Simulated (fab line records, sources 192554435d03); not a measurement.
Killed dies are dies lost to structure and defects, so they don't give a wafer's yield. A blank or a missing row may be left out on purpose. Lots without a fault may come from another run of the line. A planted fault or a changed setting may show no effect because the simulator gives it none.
fab line records | flow n5_finfet
record lots=10 wafers=28 last_day=19
route steps=1938 shown BEOL_M3@944 BEOL_M4@1111 PASSIVATION@1936
lots that met no fault: from a run of the same line without faults
start_h: hours from the record's first day to the start of the lot's first wafer shown | wait_h: hours since the lot's step before | " the same as in the row above | L1.1+2: a row that stands for several wafers | - no value, or no start given | * or withheld: withheld | < > ~ a bound
route shown NAME@n: a module of which the file shows steps, and the number in the route of the first | usual: mean/standard deviation of fault-free wafers | same: alike in all rows | chamber/n: place in a boat | sites: the reading at each site | _std_site: their standard deviation | _edge_site: outer sites' mean less inner sites' | radius_mm: how far each site lies from the wafer's centre | mask NAME#n: copy n | behind: the tool/chamber that last shaped the wafer | hold: why the lot was held/for how many hours/how that ended | device: the transistor (n, p or np) that didn't switch | end of line: the same wafers' tests at the end of the route | a step without rows: its recipe alone | killed: dies lost to structure and defects at the first sort, not the wafer's yield | map: a wafer's dies, x killed, . not, _ none there
set.NAME: the setting as run; set.NAME@STEP: as run at that earlier step | model.NAME: the simulator's own value behind a step, which no gauge read
steps of the route over a sample of lots; a table a step, a row a wafer
services: from which hour (start_h, from the record's first day; less than 0 if before it) a tool's chamber was out of use, for how many hours, and why
## steps
# step N5_BEOL_M3_CD_MEAS_11
# recipe target_cd_nm=17.05 landing_energy_ev=500 detector=se_inlens polarity=opening
# usual cd_nm=16.97/0.24
# columns lot.wafer tool chamber start_h wait_h cd_nm
L533.1 cd_sem-02 0 176.21 - 17.22
L533.2 " 0 " " 16.68
L533.6 " 0 " " 17.25
L532.2 cd_sem-03 0 181.53 - 17.00
L532.3 " 0 " " 17.08
L532.4 " 0 " " 16.67
L538.1 cd_sem-02 0 199.72 - 16.81
L538.2 " 0 " " 16.89
L538.3 " 0 " " 17.08
L539.1 cd_sem-02 0 211.64 - 16.51
L539.3 " 0 " " 16.79
L539.6 " 0 " " 16.50
L542.1 cd_sem-01 0 242.92 - 16.88
L542.3 " 0 " " 17.07
L542.5 " 0 " " 16.92
L545.1 cd_sem-02 0 246.04 - 17.07
L545.4 " 0 " " 16.81
L545.6 " 0 " " 16.54
L546.1 cd_sem-03 0 249.79 - 16.91
L546.4 " 0 " " 16.89
L549.2 cd_sem-02 0 263.58 - 17.02
L549.5 " 0 " " 16.75
L549.6 " 0 " " 17.03
L551.4 cd_sem-03 0 273.48 - 17.16
L551.5 " 0 " " 17.32
L552.1 cd_sem-01 0 297.89 - 17.00
L552.2 " 0 " " 16.81
L552.5 " 0 " " 17.34
# step N5_BEOL_M3_STRIP_19
# recipe chemistry=O2 power_w=400 temp_c=40 pressure_mtorr=30 rf_frequency_hz=6e+07 bias_power_w=0 overash_fraction=0.2 o2_flow_sccm=225
# usual drypump_motor_current_A=5.6/0.47 oes_product_au=0.80/0.1 rf_vpp_V=3.7/0.5 showerhead_plenum_p_Torr=2.12/0.079 temp_c=39.98/0.13 throttle_valve_pct=16.6/0.32
# same bias_power_w=0
# columns lot.wafer tool chamber start_h wait_h drypump_motor_current_A oes_product_au rf_hours_counter_h rf_vpp_V showerhead_plenum_p_Torr temp_c throttle_valve_pct
L533.1 rie_diel-04 0 176.85 0.1 5.3 0.94 10 3.4 2.26 39.97 16.3
L533.2 " 2 " " 4.9 0.81 85 3.5 2.15 40.13 16.7
L533.6 " 3 " " 5.0 0.89 - 3.5 2.10 40.05 16.0
L532.2 rie_diel-04 0 182.10 0.1 5.3 0.94 12 3.7 2.26 39.98 16.3
L532.3 " 2 " " 4.9 0.81 87 4.5 2.15 39.98 16.7
L532.4 " 1 " " 6.2 0.69 233 4.3 2.00 39.89 17.0
L538.1 rie_diel-05 2 200.42 0.1 5.7 0.89 24 4.4 2.03 39.91 16.2
L538.2 " 0 " " 6.5 0.70 198 3.9 2.16 40.07 17.0
L538.3 " 1 " " 5.5 0.69 216 3.4 2.06 40.29 16.7
L539.1 rie_diel-04 2 212.18 0.1 4.9 0.81 95 4.0 2.14 40.00 16.7
L539.3 " 1 " " 6.2 0.68 240 3.9 2.00 39.97 17.0
L539.6 " 2 " " 4.9 0.81 - 3.8 2.14 40.09 16.8
L542.1 rie_diel-02 2 243.49 0.1 5.7 0.96 4 4.1 2.09 39.91 16.8
L542.3 " 3 " " 5.4 0.87 52 2.5 2.23 39.99 16.5
L542.5 " 3 " " 5.4 0.85 - 4.0 2.23 39.76 16.5
L545.1 rie_diel-02 2 246.53 0.1 5.6 0.96 5 3.2 2.09 40.00 16.8
L545.4 " 1 " " 5.9 0.70 199 3.8 2.16 39.88 16.9
L545.6 " 2 " " 5.7 0.95 - 2.7 2.09 39.97 16.8
L546.1 rie_diel-05 3 250.27 0.1 5.3 0.98 1 3.6 2.08 39.89 16.7
L546.4 " 1 " " 5.5 0.68 233 4.0 2.05 39.96 16.7
L549.2 rie_diel-04 0 264.08 0.1 5.3 0.88 34 3.9 2.25 39.95 16.3
L549.5 " 0 " " 5.3 0.88 - 4.7 2.25 40.00 16.4
L549.6 " 2 " " 4.9 0.79 - 3.7 2.14 40.05 16.8
L551.4 rie_diel-05 3 274.12 0.1 5.3 0.95 8 3.4 2.08 39.95 16.7
L551.5 " 0 " " 6.5 0.69 - 3.5 2.16 39.89 17.0
L552.1 rie_diel-02 1 298.38 0.1 5.9 0.70 217 2.2 2.15 39.85 17.0
L552.2 " 2 " " 5.7 0.91 17 3.2 2.09 39.88 16.8
L552.5 " 3 " " 5.3 0.83 - 4.3 2.22 40.18 16.5
# step N5_BEOL_M3_EXPOSE_25
# recipe mask_id=V2 na=0.33 source_shape=quasar sigma_inner=0.2 sigma_outer=0.8 polarization=unpolarized defocus_nm=5 dose_mj=63
# usual exposure_dose_mJ_cm2=62.82/0.067
# columns lot.wafer tool chamber start_h wait_h mask exposure_dose_mJ_cm2
L533.1 euv_scanner-02 0 177.09 - V2#0 62.80
L533.2 " 0 " " V2#0 62.86
L533.6 " 0 " " V2#0 62.81
L532.2 euv_scanner-02 0 182.35 - V2#0 62.81
L532.3 " 0 " " V2#0 62.80
L532.4 " 0 " " V2#0 62.79
L538.1 euv_scanner-01 0 200.79 - V2#0 66.00
L538.2 " 0 " " V2#0 66.08
L538.3 " 0 " " V2#0 65.97
L539.1 euv_scanner-01 0 212.42 - V2#0 65.35
L539.3 " 0 " " V2#0 65.33
L539.6 " 0 " " V2#0 65.33
L542.1 euv_scanner-02 0 243.74 - V2#0 62.82
L542.3 " 0 " " V2#0 62.78
L542.5 " 0 " " V2#0 62.79
L545.1 euv_scanner-02 0 246.89 - V2#0 62.75
L545.4 " 0 " " V2#0 62.88
L545.6 " 0 " " V2#0 62.83
L546.1 euv_scanner-02 0 250.51 - V2#0 62.73
L546.4 " 0 " " V2#0 62.74
L549.2 euv_scanner-02 0 264.45 - V2#0 62.83
L549.5 " 0 " " V2#0 62.85
L549.6 " 0 " " V2#0 62.84
L551.4 euv_scanner-02 0 274.39 - V2#0 62.74
L551.5 " 0 " " V2#0 62.77
L552.1 euv_scanner-02 0 298.76 - V2#0 62.84
L552.2 " 0 " " V2#0 62.80
L552.5 " 0 " " V2#0 62.89
# step N5_BEOL_M3_CD_MEAS_28
# recipe target_cd_nm=25.7 landing_energy_ev=500 detector=se_inlens target_cd_y_nm=23.3 polarity=opening
# usual cd_nm=25.59/0.26
# columns lot.wafer tool chamber start_h wait_h cd_nm
L533.1 cd_sem-02 0 177.24 - 25.28
L533.2 " 0 " " 25.37
L533.6 " 0 " " 25.42
L532.2 cd_sem-03 0 182.49 - 25.98
L532.3 " 0 " " 25.40
L532.4 " 0 " " 25.68
L538.1 cd_sem-01 0 200.94 - 26.34
L538.2 " 0 " " 26.53
L538.3 " 0 " " 26.20
L539.1 cd_sem-01 0 212.57 - 26.25
L539.3 " 0 " " 26.37
L539.6 " 0 " " 25.81
L542.1 cd_sem-02 0 243.88 - 25.76
L542.3 " 0 " " 25.86
L542.5 " 0 " " 25.88
L545.1 cd_sem-03 0 247.04 - 25.40
L545.4 " 0 " " 25.66
L545.6 " 0 " " 25.64
L546.1 cd_sem-02 0 250.66 - 25.67
L546.4 " 0 " " 25.85
L549.2 cd_sem-03 0 264.59 - 25.43
L549.5 " 0 " " 25.17
L549.6 " 0 " " 25.59
L551.4 cd_sem-03 0 274.51 - 25.69
L551.5 " 0 " " 25.89
L552.1 cd_sem-01 0 298.91 - 25.75
L552.2 " 0 " " 26.08
L552.5 " 0 " " 25.93
# step N5_BEOL_M3_OVL_MEAS_29
# recipe points_per_wafer=522
# usual V2_OVL=0.0/0.6
# columns lot.wafer tool chamber start_h wait_h V2_OVL[nm]
L533.1 overlay-02 0 177.27 0.0 1.3
L533.2 " 0 " " 1.1
L533.6 " 0 " " 0.8
L532.2 overlay-02 0 182.52 0.0 -0.3
L532.3 " 0 " " -0.4
L532.4 " 0 " " -0.1
L538.1 overlay-01 0 200.97 0.0 -0.5
L538.2 " 0 " " -0.4
L538.3 " 0 " " 0.3
L539.1 overlay-01 0 212.60 0.0 0.0
L539.3 " 0 " " 0.6
L539.6 " 0 " " 0.5
L542.1 overlay-01 0 243.91 0.0 0.0
L542.3 " 0 " " -0.1
L542.5 " 0 " " -0.8
L545.1 overlay-02 0 247.07 0.0 0.4
L545.4 " 0 " " -0.2
L545.6 " 0 " " -0.5
L546.1 overlay-01 0 250.69 0.0 0.3
L546.4 " 0 " " -0.7
L549.2 overlay-02 0 264.63 0.0 0.5
L549.5 " 0 " " 1.0
L549.6 " 0 " " 1.2
L551.4 overlay-02 0 274.56 0.0 0.9
L551.5 " 0 " " -0.1
L552.1 overlay-02 0 298.94 0.0 0.5
L552.2 " 0 " " 0.3
L552.5 " 0 " " -0.5
# step N5_BEOL_M4_RC_MEAS_101
# usual DIBL_N=36.6/2.1 DIBL_P=36.5/2.7 IOFF_N=0.17/0.043 IOFF_P=0.22/0.045 ION_N=674/17 ION_P=461/9.9 SS_N=71.7/0.79 SS_P=73.4/0.79 VT_N=249/4 VT_P=-250/3.3
# columns lot.wafer tool chamber start_h wait_h DIBL_N[mV/V] DIBL_P[mV/V] IOFF_N[nA/um] IOFF_P[nA/um] ION_N[uA/um] ION_P[uA/um] SS_N[mV/dec] SS_P[mV/dec] VT_N[mV] VT_P[mV]
L533.1 prober-01 0 194.77 0.0 39.7 39.8 0.19 0.27 657 452 71.8 75.0 249 -248
L533.2 " 0 " " 36.1 32.2 0.13 0.15 644 439 70.9 72.2 254 -255
L533.6 " 0 " " 35.1 33.3 0.12 0.17 645 449 70.6 72.6 254 -255
L532.2 prober-02 0 200.10 0.2 34.9 34.8 0.16 0.26 695 487 71.3 72.6 249 -244
L532.3 " 0 " " 35.6 34.2 0.17 0.25 653 460 71.6 73.1 250 -245
L532.4 " 0 " " 36.0 34.3 0.17 0.25 679 465 71.9 73.2 248 -246
L538.1 prober-02 0 218.22 0.0 35.5 36.0 0.15 0.23 673 467 71.9 73.6 248 -246
L538.2 " 0 " " 37.8 38.4 0.19 0.27 682 478 72.0 74.2 249 -246
L538.3 " 0 " " 35.6 35.0 0.15 0.21 684 473 71.7 73.3 250 -247
L539.1 prober-01 0 238.49 0.0 34.5 33.8 0.13 0.18 659 460 70.8 72.9 251 -249
L539.3 " 0 " " 34.3 34.0 0.12 0.19 660 457 70.2 73.5 255 -249
L539.6 " 0 " " 35.6 36.4 0.15 0.24 678 473 71.4 73.6 251 -247
L542.1 prober-02 0 269.86 0.0 35.7 36.7 0.15 0.22 667 466 71.7 73.9 253 -248
L542.3 " 0 " " 36.4 37.6 0.16 0.24 666 466 71.9 73.5 252 -247
L542.5 " 0 " " 35.5 36.8 0.14 0.22 673 465 70.7 73.5 252 -249
L545.1 prober-02 0 274.00 0.0 37.2 38.4 0.15 0.22 660 455 72.0 73.3 252 -249
L545.4 " 0 " " 39.3 40.1 0.21 0.26 677 462 72.3 73.8 245 -247
L545.6 " 0 " " 35.4 35.7 0.14 0.18 668 460 71.1 72.7 248 -250
L546.1 prober-02 0 275.77 0.0 37.5 37.3 0.21 0.22 678 460 71.7 73.9 244 -250
L546.4 " 0 " " 36.2 36.1 0.18 0.20 699 469 71.6 73.4 246 -250
L549.2 prober-02 0 284.37 0.2 35.6 35.6 0.15 0.19 665 447 71.4 73.5 252 -254
L549.5 " 0 " " 35.8 36.1 0.16 0.19 681 456 71.3 73.6 250 -254
L549.6 " 0 " " 37.1 37.1 0.19 0.22 673 449 72.3 73.9 246 -253
L552.1 prober-02 0 320.30 0.0 38.0 35.3 0.19 0.20 693 467 72.9 73.4 246 -252
L552.2 " 0 " " 37.7 35.8 0.16 0.20 654 445 71.8 73.4 251 -252
L552.5 " 0 " " 35.5 33.8 0.14 0.17 680 472 71.3 73.6 251 -252
L551.4 prober-02 0 340.96 0.5 34.8 32.7 0.12 0.14 672 456 70.9 72.0 254 -254
L551.5 " 0 " " 33.9 32.3 0.10 0.14 645 446 70.4 72.4 257 -256
# step N5_PASSIVATION_PROBE_49
# usual defect_limited_yield=91.5/1.7 killed_at_M0_to_M3=33/11 killed_at_M4_up=13/5.2 killed_at_contacts=11/5.7 killed_at_front_end=39/11 killed_at_other=4/3 killed_dies=101/20 killed_open=66/15 killed_short=33/8.4 sort_bin_5_function=5.0/1.1 sort_bin_6_memory=3.2/0.69 sort_bin_8_speed=0.1/0.52 sort_n_pass=1078/20 sort_yield_pct=91.4/1.7
# same gross_dies=1180 killed_at_back_side=0 sort_bin_4_leakage[%]=0
# columns lot.wafer tool chamber start_h wait_h defect_limited_yield[%] killed_at_M0_to_M3 killed_at_M4_up killed_at_contacts killed_at_front_end killed_at_other killed_dies killed_open killed_short sort_bin_5_function[%] sort_bin_6_memory[%] sort_bin_8_speed[%] sort_n_pass sort_yield_pct[%]
L538.1 prober-01 - 321.15 0.0 91.8 22 10 15 44 6 97 59 36 4.9 3.1 0 1083 91.8
L538.2 prober-01 - 321.20 0.1 90.5 33 8 8 60 3 112 69 41 5.7 3.3 0 1068 90.5
L545.1 prober-02 - 385.93 0.0 93.2 21 10 8 39 2 80 52 28 4.6 1.8 0 1100 93.2
L545.4 prober-02 - 386.08 0.2 92.4 26 16 11 33 4 90 60 30 4.5 3.1 0 1090 92.4
L545.6 prober-02 - 386.18 0.3 91.4 30 13 5 50 3 101 69 30 4.3 3.9 0 1079 91.4
# killed by level:class
L538.1 MOL_CONTACT_COAG:geometric_particle:open=12 FIN_SAQP:geometric_particle:short=11 GATE_CUT:geometric_particle:short=9 STI_FIN_REVEAL:geometric_particle:open=5 GATE_CUT:geometric_particle:open=5 BEOL_M3:geometric_particle:open=5 DUMMY_GATE:geometric_particle:open=4 BEOL_M0_SAQP:geometric_particle:short=4
L538.2 STI_FIN_REVEAL:geometric_particle:open=23 BEOL_M0_SAQP:geometric_particle:short=9 MOL_CONTACT_COAG:geometric_particle:open=7 BEOL_M3:geometric_particle:open=7 DUMMY_GATE:geometric_particle:open=6 FIN_SAQP:geometric_particle:short=5 BEOL_M0_SAQP:geometric_particle:open=5 STI_FIN_REVEAL:geometric_particle:short=4
L545.1 FIN_SAQP:geometric_particle:short=11 FIN_SAQP:geometric_particle:open=9 STI_FIN_REVEAL:geometric_particle:open=8 MOL_CONTACT_COAG:geometric_particle:open=7 BEOL_M1:geometric_particle:open=6 BEOL_M0_SAQP:geometric_particle:short=6 BEOL_M4:geometric_particle:open=6 DUMMY_GATE:geometric_particle:open=5
L545.4 STI_FIN_REVEAL:geometric_particle:open=9 MOL_CONTACT_COAG:geometric_particle:open=8 FIN_SAQP:geometric_particle:open=7 FIN_SAQP:geometric_particle:short=6 BEOL_M3:geometric_particle:open=6 BEOL_M2:geometric_particle:open=5 BEOL_M0_SAQP:geometric_particle:open=5 BEOL_M0_SAQP:geometric_particle:short=5
L545.6 FIN_SAQP:geometric_particle:open=14 FIN_SAQP:geometric_particle:short=9 DUMMY_GATE:geometric_particle:open=9 BEOL_M2:geometric_particle:open=8 STI_FIN_REVEAL:geometric_particle:open=7 BEOL_M0_SAQP:geometric_particle:open=5 BEOL_M4:geometric_particle:open=5 BEOL_M5:geometric_particle:open=5
## services
# columns tool chamber start_h hours kind
rie_diel-02 2 167.26 2.7 repair
rie_diel-04 3 171.42 1.6 repair
euv_scanner-01 - 185.91 1.0 pm
euv_scanner-02 - 187.67 1.0 pm
rie_diel-04 1 190.80 1.3 repair
euv_scanner-01 - 198.37 0.8 repair
rie_diel-02 2 204.99 - clean
rie_diel-02 2 204.99 - consumable_replace:focus_ring
rie_diel-02 2 204.99 19.7 scheduled_down
rie_diel-02 2 204.99 19.7 vent_cycle
euv_scanner-02 - 207.19 5.8 pm
rie_diel-05 - 229.87 0.2 repair
euv_scanner-01 - 242.06 1.0 pm
euv_scanner-02 - 243.82 1.0 pm
euv_scanner-01 - 252.43 4.6 pm
rie_diel-04 1 253.38 - clean
rie_diel-04 1 253.38 - consumable_replace:focus_ring
rie_diel-04 1 253.38 - consumable_replace:showerhead
rie_diel-04 1 253.38 17.5 scheduled_down
rie_diel-04 1 253.38 17.5 vent_cycle
euv_scanner-01 - 258.80 0.1 repair
rie_diel-02 2 266.68 5.1 repair
euv_scanner-01 - 278.63 0.7 repair
euv_scanner-01 - 298.21 1.0 pm
## key
first_sign step=N5_BEOL_M3_EXPOSE_25 reading=exposure_dose_mJ_cm2 direction=up sigmas=43 usual=62.82 struck=65.68
effect step=N5_BEOL_M3_CD_MEAS_28 reading=cd_nm direction=up sigmas=2.5 usual=25.59 struck=26.25 through=control_loop
met_at N5_BEOL_M3_EXPOSE_25
struck_lots L538,L539
loop_trim step=N5_BEOL_M3_EXPOSE_25 setting=dose lots=L539
not_acting_at N5_BEOL_M3_CD_MEAS_11,N5_BEOL_M3_STRIP_19,N5_BEOL_M3_OVL_MEAS_29
fault kind=process_parameter_drift tool=euv_scanner-01 chamber=- onset_h=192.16 steps=N5_BEOL_M3_EXPOSE_25 channel=dose_mj offset=3.1434 shape=step acts_in=these_recipes_only stated=63
# loop_trim: a control loop set the setting to another value than it would have without faults
